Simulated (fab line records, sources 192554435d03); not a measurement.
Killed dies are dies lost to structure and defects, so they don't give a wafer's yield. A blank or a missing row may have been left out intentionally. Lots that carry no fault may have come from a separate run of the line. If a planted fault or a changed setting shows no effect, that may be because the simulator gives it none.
Split-lot trial    flow n5Finfet    on a route of 1938 steps: 7 lots, 21 wafers read

== ON THE SPLIT ==
At N5_BEOL_M5_HM_DEP_02 (deposits TiN, target thk 20 nm), the setting targetThkA was moved away from the recipe's 200 angstrom on 12 of the 21 wafers read, by -13.2% to +11.3%. This setting was run at the recipe's value on the other wafers.

== FROM THE SPLIT TO THE READING: what the file shows between them, 9 steps ==
- N5_BEOL_M5_COAT_59: time 60 s, resist thk 60 nm (also split here: tempC)
- N5_BEOL_M5_COAT_60: time 60 s, resist thk 12 nm
- N5_BEOL_M5_COAT_71: time 60 s, resist thk 5 nm
- N5_BEOL_M5_STRIP_73: strips in N2/H2
- N5_BEOL_M5_STRIP_64: strips in CF4
- N5_BEOL_M5_HM_OPEN_17: chemistry Cl2/BCl3, target TiN, target depth 20 nm, overetch 6 nm
- N5_BEOL_M5_STRIP_19: strips in O2
- N5_BEOL_M5_STRIP_85: strips in C4F6/O2
- N5_BEOL_M5_STRIP_36: strips in N2/H2

== THE READING ==
TiN_of_BEOL_M5_HM_DEP_02.thkNm (the simulator's own value, which no gauge read), in nm, at N5_BEOL_M5_TRENCH_ETCH_37 (etches SiCOH lowk in C4F6/O2, target depth 71.652 nm, time 24.7 s). The file gives no usual value for it. Here, 9 wafers ran the recipe; their average is 17.9 nm with a standard deviation of 0.27 nm.

wafer   tool, chamber at the split  targetThkA as run, angstrom  against the recipe  TiN_of_BEOL_M5_HM_DEP_02.thkNm, nm  against lot-mates on the recipe
L074.1  pvdSputter-02, -            180.2                        -9.9%               16.6                                -1.8
L074.2  pvdSputter-02, -            200                          recipe              18.4                                -
L074.3  pvdSputter-02, -            180.2                        -9.9%               16.4                                -2.0
L076.1  pvdSputter-01, -            200                          recipe              17.8                                -
L076.5  pvdSputter-01, -            200                          recipe              17.8                                -
L076.6  pvdSputter-01, -            179                          -10.5%              15.8                                -2.0
L080.2  pvdSputter-03, -            222.5                        +11.3%              20.2                                no lot-mate on the recipe
L080.5  pvdSputter-03, -            222.5                        +11.3%              20.2                                no lot-mate on the recipe
L080.4  pvdSputter-03, -            222.5                        +11.3%              20.4                                no lot-mate on the recipe
L090.2  pvdSputter-01, -            200                          recipe              17.6                                -
L090.3  pvdSputter-01, -            173.7                        -13.2%              15.2                                -2.4
L090.4  pvdSputter-01, -            173.7                        -13.2%              15                                  -2.6
L089.2  pvdSputter-01, -            200                          recipe              18                                  -
L089.4  pvdSputter-01, -            200                          recipe              18.2                                -
L089.6  pvdSputter-01, -            200                          recipe              18.2                                -
L092.1  pvdSputter-01, -            219                          +9.5%               19.6                                +2.0
L092.6  pvdSputter-01, -            219                          +9.5%               19.6                                +2.0
L092.2  pvdSputter-01, -            200                          recipe              17.6                                -
L093.2  pvdSputter-02, -            200                          recipe              17.8                                -
L093.3  pvdSputter-02, -            187.9                        -6.0%               16.8                                -1.0
L093.6  pvdSputter-02, -            187.9                        -6.0%               16.6                                -1.2

THE FIT
A straight line over all 21 wafers: TiN_of_BEOL_M5_HM_DEP_02.thkNm changes by +0.195 nm for each +1% of targetThkA; r = +0.98; the points scatter about the line by 0.28 nm.
The same after taking each lot's own level away (the mean of its wafers on the recipe; 18 wafers): +0.196 nm for each +1%; r = +1.00; scatter 0.089 nm.
Per that fit: largest targetThkA move, reading shift of 2.6 nm.
From 17.60 to 18.40 nm: that is the span of the lots' own levels, equal to 3.0 times the standard deviation above.
Consequently the slope shifts little with the lot-to-lot level, the two slopes agreeing.
Check: for one of the wafers moved furthest among these (-13.2%), held out of the fit, the line's prediction against its lot-mates is -2.57 nm. It came out at -2.4 nm against them.

== OTHER SPLITS ON THESE WAFERS ==
Other splits were also applied to these wafers ahead of the reading. Each is held against what the fit with the lots' levels taken away leaves over:
other split on the same wafers   wafers away from the commonest value  r with TiN_of_BEOL_M5_HM_DEP_02.thkNm (lot level and that fit taken away)
N5_BEOL_M2_DESCUM_16 timeS       3                                     -0.12
N5_BEOL_M3_HM_DEP_02 targetThkA  5                                     -0.12
N5_BEOL_M4_TRENCH_ETCH_37 biasW  9                                     -0.21
N5_BEOL_M5_COAT_59 tempC         7                                     -0.03

== THE WHOLE CHAIN: every reading that the file lists as answering this split, in the file's order ==
step                       what it does                                                       reading                                                                          change (the file's fit)                r (the file's)
N5_BEOL_M5_HM_DEP_02       deposits TiN, target thk 20 nm                                     TiN_of_BEOL_M5_HM_DEP_02.thkNm (the simulator's own value, which no gauge read)  +0.199 nm for each +1% of the setting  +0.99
N5_BEOL_M5_HM_OPEN_17      chemistry Cl2/BCl3, target TiN, target depth 20 nm, overetch 6 nm  etch.depthNm (the simulator's own value, which no gauge read)                    +0.196 nm for each +1% of the setting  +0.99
N5_BEOL_M5_TRENCH_ETCH_37  etches SiCOH lowk in C4F6/O2, target depth 71.652 nm, time 24.7 s  TiN_of_BEOL_M5_HM_DEP_02.thkNm (the simulator's own value, which no gauge read)  +0.194 nm for each +1% of the setting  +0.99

== THE FILE'S OWN FIT ==
TiN_of_BEOL_M5_HM_DEP_02.thkNm changes by +0.194 nm for each +1% of targetThkA, r = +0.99.
